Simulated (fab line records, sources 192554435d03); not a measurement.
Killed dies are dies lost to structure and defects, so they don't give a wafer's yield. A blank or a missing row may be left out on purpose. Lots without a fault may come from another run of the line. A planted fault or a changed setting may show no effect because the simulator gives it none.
fab line records | flow n5_finfet
record lots=6 wafers=17 last_day=20
route steps=1938 shown BEOL_M15@1811
lots that met no fault: from a run of the same line without faults
start_h: hours from the record's first day to the start of the lot's first wafer shown | wait_h: hours since the lot's step before | " the same as in the row above | L1.1+2: a row that stands for several wafers | - no value, or no start given | * or withheld: withheld | < > ~ a bound
route shown NAME@n: a module of which the file shows steps, and the number in the route of the first | usual: mean/standard deviation of fault-free wafers | same: alike in all rows | chamber/n: place in a boat | sites: the reading at each site | _std_site: their standard deviation | _edge_site: outer sites' mean less inner sites' | radius_mm: how far each site lies from the wafer's centre | mask NAME#n: copy n | behind: the tool/chamber that last shaped the wafer | hold: why the lot was held/for how many hours/how that ended | device: the transistor (n, p or np) that didn't switch | end of line: the same wafers' tests at the end of the route | a step without rows: its recipe alone | killed: dies lost to structure and defects at the first sort, not the wafer's yield | map: a wafer's dies, x killed, . not, _ none there
set.NAME: the setting as run; set.NAME@STEP: as run at that earlier step | model.NAME: the simulator's own value behind a step, which no gauge read
lots at some steps of the route; a table a step, a row a wafer
services: from which hour (start_h, from the record's first day; less than 0 if before it) a tool's chamber was out of use, for how many hours, and why
## steps
# step N5_BEOL_M15_STRIP_36
# recipe chemistry=O2 power_w=600 temp_c=60 pressure_mtorr=30 rf_frequency_hz=6e+07 bias_power_w=0 overash_fraction=0.3 o2_flow_sccm=225
# usual drypump_motor_current_A=5.7/0.42 oes_product_au=0.77/0.086 rf_vpp_V=3.5/0.94 showerhead_plenum_p_Torr=2.08/0.076 throttle_valve_pct=16.79/0.2
# columns lot.wafer tool chamber start_h wait_h drypump_motor_current_A oes_product_au rf_hours_counter_h rf_vpp_V showerhead_plenum_p_Torr throttle_valve_pct
L816.1 rie_diel-02 2 329.76 1.6 6.1 0.82 101 3.7 2.03 16.74
L816.2 " 3 " " 5.9 0.71 219 2.4 2.00 16.73
L816.4 " 1 " " 5.6 0.73 201 6.8 2.00 16.99
L817.1 rie_diel-02 3 350.29 0.9 5.9 0.69 228 4.3 1.99 16.75
L817.2 " 1 " " 5.6 0.71 209 2.6 1.99 17.01
L817.4 " 2 " " 6.0 0.82 110 4.4 2.03 16.76
L823.2 rie_diel-02 0 373.13 0.1 4.8 0.88 52 3.4 2.14 16.68
L823.3 " 2 " " 6.0 0.80 119 2.3 2.03 16.78
L825.1 rie_diel-03 0 379.10 1.8 5.9 0.76 149 4.0 2.17 16.70
L825.3 " 1 " " 5.8 0.69 229 3.3 2.07 17.05
L825.6 " 1 " " 5.7 0.69 - 4.9 2.07 17.04
L830.2 rie_diel-02 1 418.87 3.8 5.6 0.71 222 2.2 1.99 17.03
L830.4 " 1 " " 5.6 0.70 - 5.5 1.99 17.06
L830.6 " 0 " " 4.8 0.85 - 2.2 2.13 16.72
L831.2 rie_diel-02 2 463.02 0.2 6.1 0.77 149 3.6 2.02 16.83
L831.3 " 1 " " 5.6 0.68 237 2.5 1.99 17.08
L831.6 " 1 " " 5.6 0.68 - 1.9 1.99 17.08
# step N5_BEOL_M15_STRIP_62
# recipe chemistry=O2 power_w=600 temp_c=60 pressure_mtorr=30 rf_frequency_hz=6e+07 bias_power_w=0 overash_fraction=0.3 o2_flow_sccm=225
# step N5_BEOL_M15_STRIP_37
# recipe chemistry=O2 power_w=600 temp_c=60 pressure_mtorr=30 rf_frequency_hz=6e+07 bias_power_w=0 overash_fraction=0.3 o2_flow_sccm=225
# step N5_BEOL_M15_ETCH_38
# recipe chemistry=CF4/N2 target=SiCN target_depth_a=1064 taper_deg=2 time_s=120.5 ion_energy_ev=150 mask_material=SiO2 pressure_mtorr=40 source_w=430 bias_w=70 Ar_flow_sccm=100 cf4_flow_sccm=60 n2_flow_sccm=60
# usual drypump_motor_current_A=5.7/0.42 oes_product_au=0.77/0.087 rf_vpp_V=381.8/2 showerhead_plenum_p_Torr=2.19/0.079 throttle_valve_pct=15.55/0.21
# columns lot.wafer tool chamber start_h wait_h drypump_motor_current_A oes_product_au rf_hours_counter_h rf_vpp_V showerhead_plenum_p_Torr throttle_valve_pct
L816.1 rie_diel-02 2 - - 6.1 0.82 101 381.2 2.14 15.47
L816.2 " 3 " " 5.9 0.71 219 379.6 2.10 15.51
L816.4 " 1 " " 5.6 0.72 201 379.7 2.10 15.72
L817.1 rie_diel-02 3 - - 5.9 0.70 228 381.0 2.10 15.52
L817.2 " 1 " " 5.6 0.72 209 379.8 2.10 15.74
L817.4 " 2 " " 6.1 0.81 110 379.5 2.13 15.49
L823.2 rie_diel-02 0 - - 4.8 0.87 52 381.7 2.24 15.38
L823.3 " 2 " " 6.1 0.79 120 381.2 2.13 15.53
L825.1 rie_diel-03 0 - - 6.0 0.76 149 384.1 2.30 15.58
L825.3 " 1 " " 5.7 0.69 229 381.2 2.18 15.86
L825.6 " 1 " " 5.7 0.68 - 382.4 2.18 15.86
L830.2 rie_diel-02 1 - - 5.6 0.70 223 380.7 2.09 15.77
L830.4 " 1 " " 5.6 0.70 - 379.7 2.09 15.76
L830.6 " 0 " " 4.8 0.87 - 383.1 2.23 15.42
L831.2 rie_diel-02 2 - - 6.0 0.77 149 380.1 2.12 15.58
L831.3 " 1 " " 5.6 0.69 238 379.4 2.09 15.79
L831.6 " 1 " " 5.6 0.69 - 381.3 2.09 15.79
# step N5_BEOL_M15_PRECLEAN_39
# recipe chemistry=residue_remover time_s=60 temp_c=40
# step N5_BEOL_M15_SRD_40
# recipe time_s=30 temp_c=23 rinse_liquid=diw dry=n2_spin spin_rpm=1500 dry_time_s=30
# step N5_BEOL_M15_DEGAS_41
# recipe ambient=vacuum temp_c=300 time_s=60
# usual heater_power_w=476/54
# columns lot.wafer tool chamber start_h wait_h heater_power_w
L816.1 pvd_sputter-01 - 330.10 0.0 481
L816.2 " - " " 579
L816.4 " - " " 479
L817.1 pvd_sputter-01 - 350.71 0.1 480
L817.2 " - " " 494
L817.4 " - " " 475
L823.2 pvd_sputter-03 - 374.26 0.8 393
L823.3 " - " " 429
L825.1 pvd_sputter-03 - 379.57 0.2 463
L825.3 " - " " 424
L825.6 " - " " 416
L830.2 pvd_sputter-01 - 419.42 0.2 485
L830.4 " - " " 483
L830.6 " - " " 500
L831.2 pvd_sputter-02 - 463.56 0.2 518
L831.3 " - " " 491
L831.6 " - " " 534
# step N5_BEOL_M15_PRE_CLEAN_42
# recipe gas=H2/He time_s=30 temp_c=300
# usual heater_power_w=477/53
# columns lot.wafer tool chamber start_h wait_h heater_power_w
L816.1 pvd_sputter-01 - 330.14 0.0 501
L816.2 " - " " 567
L816.4 " - " " 486
L817.1 pvd_sputter-01 - 350.75 0.0 495
L817.2 " - " " 504
L817.4 " - " " 470
L823.2 pvd_sputter-03 - 374.30 0.0 403
L823.3 " - " " 421
L825.1 pvd_sputter-03 - 379.61 0.0 463
L825.3 " - " " 430
L825.6 " - " " 433
L830.2 pvd_sputter-01 - 419.46 0.0 494
L830.4 " - " " 498
L830.6 " - " " 491
L831.2 pvd_sputter-02 - 463.60 0.0 528
L831.3 " - " " 492
L831.6 " - " " 527
# step N5_BEOL_M15_SPUTTER_43
# recipe material=TaN target_thk_a=150 temp_c=50 bias_v=168.6 power_w=15000 chamber_pressure_pa=0.12 time_s=24.19
# step N5_BEOL_M15_SPUTTER_44
# recipe material=Ta target_thk_a=150 temp_c=50 bias_v=80 power_w=15000 chamber_pressure_pa=0.07 time_s=24.19
# step N5_BEOL_M15_SPUTTER_45
# recipe material=Cu target_thk_a=1000 temp_c=-20 bias_v=60 power_w=26000 chamber_pressure_pa=0.13 time_s=16.67
# step N5_BEOL_M15_ECD_47
# recipe material=Cu target_thk_a=18600
# columns lot.wafer tool chamber start_h wait_h model.Cu_of_BEOL_M15_ECD_47.thk_nm
L816.1 ecd_cu-01 1 330.46 0.1 1879
L816.2 " 0 " " 1866
L816.4 " 0 " " 1884
L817.1+2 ecd_cu-02 1,0 351.07 0.1 1848
L817.4 " 1 " " 1854
L823.2 ecd_cu-01 0 374.62 0.1 2901
L823.3 " 1 " " 2919
L825.1 ecd_cu-01 1 379.92 0.1 1849
L825.3 " 1 " " 2929
L825.6 " 0 " " 1869
L830.2 ecd_cu-02 0 419.78 0.1 1822
L830.4 " 0 " " 1843
L830.6 " 1 " " 1839
L831.2 ecd_cu-02 1 463.92 0.1 1838
L831.3 " 0 " " 1848
L831.6 " 0 " " 1834
# step N5_BEOL_M15_ANNEAL_48
# recipe temp_c=225 time_s=90 ambient=N2
# usual wafer_temp_C_max=225.70/0.27
# columns lot.wafer tool chamber start_h wait_h wafer_temp_C_max
L816.1 rtp_anneal-01 0 330.70 0.2 225.73
L816.2 " 0 " " 225.43
L816.4 " 0 " " 225.58
L817.1 rtp_anneal-02 0 351.31 0.2 225.78
L817.2 " 0 " " 226.12
L817.4 " 0 " " 225.51
L823.2 rtp_anneal-01 0 375.15 0.5 225.47
L823.3 " 0 " " 225.59
L825.1 rtp_anneal-02 0 380.76 0.8 225.73
L825.3 " 0 " " 225.60
L825.6 " 0 " " 225.93
L830.2 rtp_anneal-01 0 420.06 0.2 225.35
L830.4 " 0 " " 225.73
L830.6 " 0 " " 225.51
L831.2 rtp_anneal-01 0 464.59 0.6 225.57
L831.3 " 0 " " 225.30
L831.6 " 0 " " 225.83
## services
# columns tool chamber start_h hours kind
rie_diel-03 1 312.30 15.5 repair
rie_diel-02 2 322.19 4.5 repair
ecd_cu-02 - 324.77 1.0 repair
rie_diel-03 - 327.21 28.1 pm
rie_diel-02 - 332.96 1.8 repair
rie_diel-02 0 350.85 2.9 repair
ecd_cu-02 - 358.49 7.2 pm
rie_diel-03 2 358.60 - clean
rie_diel-03 2 358.60 - consumable_replace:focus_ring
rie_diel-03 2 358.60 - consumable_replace:showerhead
rie_diel-03 2 358.60 21.6 scheduled_down
rie_diel-03 2 358.60 21.6 vent_cycle
rie_diel-02 - 368.45 4.3 pm
rie_diel-03 - 374.24 1.1 repair
rtp_anneal-01 - 377.49 4.6 pm
rie_diel-03 - 408.89 2.8 pm
rie_diel-02 - 412.46 0.3 repair
rie_diel-02 3 414.83 - clean
rie_diel-02 3 414.83 - consumable_replace:focus_ring
rie_diel-02 3 414.83 - consumable_replace:showerhead
rie_diel-02 3 414.83 25.2 scheduled_down
rie_diel-02 3 414.83 25.2 vent_cycle
pvd_sputter-02 - 444.70 7.5 repair
rie_diel-03 3 461.87 - clean
## key
first_sign none at tools or gauges
model_effect step=N5_BEOL_M15_ECD_47 value=Cu_of_BEOL_M15_ECD_47.thk_nm without=1852 struck=2916
met_at N5_BEOL_M15_ECD_47
struck_wafers L823.2,L823.3,L825.3
onset_between 330.46 374.62
fault kind=process_parameter_drift tool=ecd_cu-01 chamber=- onset_h=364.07 steps=N5_BEOL_M15_ECD_47 channel=target_thk_a offset=* shape=step end_h=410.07 scope=struck_wafers_only acts_in=* stated=*
